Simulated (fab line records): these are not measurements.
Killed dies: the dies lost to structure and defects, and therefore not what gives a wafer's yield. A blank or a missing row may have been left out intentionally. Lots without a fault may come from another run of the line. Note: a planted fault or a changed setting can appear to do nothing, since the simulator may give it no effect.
What tool caused it? -- flow n5 finfet -- 9 lots with 26 wafers sampled at 6 steps, on a route of 1938 steps

WHAT THE GAUGES SHOWED, per wafer
N5_MOL_CONTACT_COAG_INSPECT_57: inspects for defects (brightfield). Usual: raw defect count reads 200 (standard deviation 49).
lot,measured,on,raw defect count,flag
L109,day 5 00:44,defect inspect-01,223 327 304,
L120,day 7 23:56,defect inspect-02,187 173,
L121,day 8 08:07,defect inspect-02,241 196 349,
L122,day 8 17:49,defect inspect-01,210 217 236,
L124,day 8 23:58,defect inspect-02,226 261 165,
L127,day 9 19:33,defect inspect-02,198 150 165,
L129,day 10 04:39,defect inspect-02,204 213 176,
L130,day 10 11:34,defect inspect-02,240 181 177,
L132,day 11 03:31,defect inspect-01,189 157 79,

N5_MOL_CONTACT_COAG_CD_MEAS_137: target cd 16 nm. Usual: cd nm reads 15.9 nm (standard deviation 0.37).
lot,measured,on,cd nm (nm),flag
L109,day 5 01:50,cd sem-02,16.4 16.0 15.6,
L120,day 8 01:53,cd sem-02,17.0 16.3,
L121,day 8 08:58,cd sem-02,15.8 16.1 16.0,
L122,day 8 19:41,cd sem-02,14.8 15.4 15.6,
L124,day 9 00:49,cd sem-03,15.8 15.7 16.1,
L127,day 9 20:23,cd sem-01,15.7 15.6 15.3,
L129,day 10 05:34,cd sem-01,15.8 15.5 15.7,
L130,day 10 12:25,cd sem-03,16.0 15.6 15.5,
L132,day 11 04:22,cd sem-03,15.9 16.1 16.1,

N5_BEOL_M4_RC_MEAS_101. Usual: DIBL_N 36.2 mV/V, standard deviation 1.6; DIBL_P 36.1 mV/V, standard deviation 2; IOFF_N 0.16 nA/um, standard deviation 0.032; IOFF_P 0.22 nA/um, standard deviation 0.036; ION_N 672 uA/um, standard deviation 11; ION_P 463 uA/um, standard deviation 7.5; SS_N 71.4 mV/dec, standard deviation 0.58; SS_P 73.2 mV/dec, standard deviation 0.67; VT_N 250 mV, standard deviation 3.3; VT_P -250 mV, standard deviation 3.3.
lot,measured,on,DIBL_N (mV/V),DIBL_P (mV/V),IOFF_N (nA/um),IOFF_P (nA/um),ION_N (uA/um),ION_P (uA/um),SS_N (mV/dec),SS_P (mV/dec),VT_N (mV),VT_P (mV),flag
L109,day 8 04:59,prober-02,36.6 37.2 34.5,37.3 38.7 35.6,0.13 0.17 0.12,0.17 0.19 0.15,652 679 660,446 456 444,71.1 72.3 70.7,72.5 74.0 72.3,254 247 255,-257 -251 -256,
L120,day 10 22:13,prober-01,36.7 36.0,37.5 36.4,0.18 0.15,0.27 0.24,681 677,474 471,72.1 71.7,73.8 73.5,247 250,-243 -247,
L121,day 11 06:59,prober-02,33.7 35.4 36.2,33.0 35.0 35.8,0.12 0.15 0.18,0.19 0.23 0.23,657 681 686,461 468 474,70.5 71.2 71.4,72.0 72.8 73.0,252 250 247,-246 -245 -244,
L122,day 11 13:42,prober-02,37.5 39.5 37.5,39.2 41.9 39.3,0.22 0.26 0.20,0.26 0.31 0.25,680 693 690,463 475 472,71.8 73.1 71.6,74.1 74.5 74.0,243 243 245,-250 -246 -250,
L124,day 12 06:14,prober-02,35.3 41.1 36.6,35.2 40.7 37.4,0.15 0.29 0.17,0.20 0.29 0.23,676 699 674,465 466 466,71.4 73.2 71.1,73.8 74.8 73.8,248 240 247,-251 -247 -247,
L127,day 12 22:08,prober-02,34.9 32.7 37.0,35.6 32.1 37.2,0.14 0.12 0.19,0.23 0.18 0.27,668 677 681,463 467 472,71.3 70.6 71.7,73.1 72.5 73.3,253 251 245,-246 -248 -244,
L129,day 13 17:14,prober-02,40.5 37.6 38.3,38.1 34.2 34.9,0.21 0.15 0.16,0.27 0.20 0.20,666 660 653,462 462 457,71.8 71.4 71.7,73.7 72.6 72.8,246 250 251,-247 -250 -250,
L130,day 13 06:59,prober-02,33.0 38.4 35.4,30.8 38.8 34.2,0.11 0.20 0.13,0.15 0.27 0.19,649 676 670,449 463 463,71.1 71.9 71.2,72.6 74.0 72.6,257 248 251,-254 -244 -249,
L132,day 15 03:51,prober-02,38.7 36.5 34.7,39.5 37.2 35.7,0.20 0.16 0.13,0.25 0.22 0.20,694 679 661,469 470 465,72.4 72.2 71.4,73.6 73.4 72.2,244 250 252,-246 -247 -252,

WHAT TOOL EACH LOT RAN ON (gives the tool, then ch and the chambers of the sampled wafers, and finally the start)
lot,N5_MOL_CONTACT_COAG_ALD_131,N5_MOL_CONTACT_COAG_ETCH_91,N5_MOL_CONTACT_COAG_ETCHBACK_135
L109,"ald sin-03 ch 0,3, day 5 00:59","rie diel-06 ch 0,3, day 5 01:17","rie diel-06 ch 0,3, day 5 01:22"
L120,"ald sin-04 ch 0,2, day 8 01:13","rie diel-06 ch 1,2, day 8 01:26","rie diel-06 ch 1,2, day 8 01:31"
L121,"ald sin-01 ch 0,3, day 8 08:17","rie diel-02 ch 0,2,3, day 8 08:30","rie diel-02 ch 0,2,3, day 8 08:35"
L122,"ald sin-04 ch 0,1, day 8 19:01","rie diel-01 ch 2,3, day 8 19:13","rie diel-01 ch 2,3, day 8 19:19"
L124,"ald sin-01 ch 0,3, day 9 00:08","rie diel-01 ch 0,2, day 9 00:22","rie diel-01 ch 0,2, day 9 00:27"
L127,"ald sin-04 ch 1,2,3, day 9 19:43","rie diel-02 ch 0,1,2, day 9 19:56","rie diel-02 ch 0,1,2, day 9 20:01"
L129,"ald sin-03 ch 1,2,3, day 10 04:49","rie diel-01 ch 0,2,3, day 10 05:02","rie diel-01 ch 0,2,3, day 10 05:07"
L130,"ald sin-04 ch 0,1,3, day 10 11:44","rie diel-06 ch 0,1,2, day 10 11:58","rie diel-06 ch 0,1,2, day 10 12:03"
L132,"ald sin-04 ch 1,2, day 11 03:42","rie diel-02 ch 0,3, day 11 03:55","rie diel-02 ch 0,3, day 11 04:00"
- N5_MOL_CONTACT_COAG_ALD_131: deposits SiO2, target thk 5 nm, pulse time 1 s, co reactant pulse time 1 s.
- N5_MOL_CONTACT_COAG_ETCH_91: etches SOC in N2/H2, target depth 60 nm, overetch 21 nm, time 101.2 s.
- N5_MOL_CONTACT_COAG_ETCHBACK_135: etches SiO2 in CHF3, target depth 25 nm, time 16.7 s.

AS READ BY THE TOOLS THEMSELVES (means over the sampled wafers that have a number; for cases with no such wafer, the mark the record gives instead)
N5_MOL_CONTACT_COAG_ALD_131. Usual: heater power outer w 38 W, standard deviation 3; heater power w 76.3 W, standard deviation 2.8; precursor pulse height rel 0.998, standard deviation 0.019.
lot,tool,heater power outer w (W),heater power w (W),precursor pulse height rel,flag
L109,ald sin-03,38,75.4,1.003,
L120,ald sin-04,37,75.0,0.994,
L121,ald sin-01,37,73.6,1.000,
L122,ald sin-04,36,74.2,0.998,
L124,ald sin-01,39,74.7,0.981,
L127,ald sin-04,36,76.0,1.012,
L129,ald sin-03,40,77.2,1.010,
L130,ald sin-04,35,74.9,1.002,
L132,ald sin-04,38,75.4,0.999,

N5_MOL_CONTACT_COAG_ETCH_91. Usual: drypump motor current A 5.7 A, standard deviation 0.55; oes product au 0.69 a.u., standard deviation 0.085; rf fwd power W 835 W, standard deviation 3.1; rf vpp V 523.4 V, standard deviation 2.4; showerhead plenum p Torr 2.52 Torr, standard deviation 0.08; throttle valve pct 17.78 %, standard deviation 0.22.
lot,tool,drypump motor current A (A),oes product au (a.u.),rf fwd power W (W),rf vpp V (V),showerhead plenum p Torr (Torr),throttle valve pct (%),flag
L109,rie diel-06,5.3,0.59,834,522.6,2.48,17.89,
L120,rie diel-06,5.2,0.70,834,525.9,2.56,17.79,
L121,rie diel-02,5.8,0.67,834,522.5,2.53,17.85,
L122,rie diel-01,5.5,0.81,836,521.7,2.49,17.46,
L124,rie diel-01,5.7,0.70,838,523.7,2.52,17.62,
L127,rie diel-02,5.5,0.65,836,522.5,2.51,17.85,
L129,rie diel-01,5.7,0.73,834,523.9,2.51,17.62,
L130,rie diel-06,5.3,0.71,837,525.4,2.61,17.79,
L132,rie diel-02,5.9,0.58,836,519.8,2.42,17.99,

N5_MOL_CONTACT_COAG_ETCHBACK_135. Usual: drypump motor current A 5.7 A, standard deviation 0.55; oes product au 0.82 a.u., standard deviation 0.11; rf fwd power W 600 W, standard deviation 3.1; rf vpp V 519 V, standard deviation 9.8; showerhead plenum p Torr 2.36 Torr, standard deviation 0.075; throttle valve pct 18.68 %, standard deviation 0.23.
lot,tool,drypump motor current A (A),oes product au (a.u.),rf fwd power W (W),rf vpp V (V),showerhead plenum p Torr (Torr),throttle valve pct (%),flag
L109,rie diel-06,5.4,0.68,598,511,2.31,18.71,
L120,rie diel-06,5.2,0.83,600,528,2.40,18.70,
L121,rie diel-02,5.9,0.80,602,516,2.35,18.59,
L122,rie diel-01,5.4,0.96,604,527,2.34,18.37,
L124,rie diel-01,5.7,0.83,599,518,2.38,18.56,
L127,rie diel-02,5.4,0.77,602,519,2.35,18.75,
L129,rie diel-01,5.8,0.87,600,520,2.36,18.59,
L130,rie diel-06,5.3,0.85,600,521,2.43,18.66,
L132,rie diel-02,5.9,0.69,600,509,2.25,18.66,

THE ANSWER, worked out from the rows above alone
Rule: a lot counts as off when the mean over its wafers that have a number is more than 3 standard deviations away from the usual mean. Also off: a lot with no number at a reading for which 4 or more lots have one. The other lots that the step has rows for count as sound. Order of review: gauges by route order, followed by the tools' own readings, for which a lot's mean as printed above is used. At the first step where some lot is off, the reading lying furthest off is the one used; lots without a number count as furthest.
None of the lots is off at any reading shown; this tells nothing.

WHAT THE SIMULATOR HAD INSERTED
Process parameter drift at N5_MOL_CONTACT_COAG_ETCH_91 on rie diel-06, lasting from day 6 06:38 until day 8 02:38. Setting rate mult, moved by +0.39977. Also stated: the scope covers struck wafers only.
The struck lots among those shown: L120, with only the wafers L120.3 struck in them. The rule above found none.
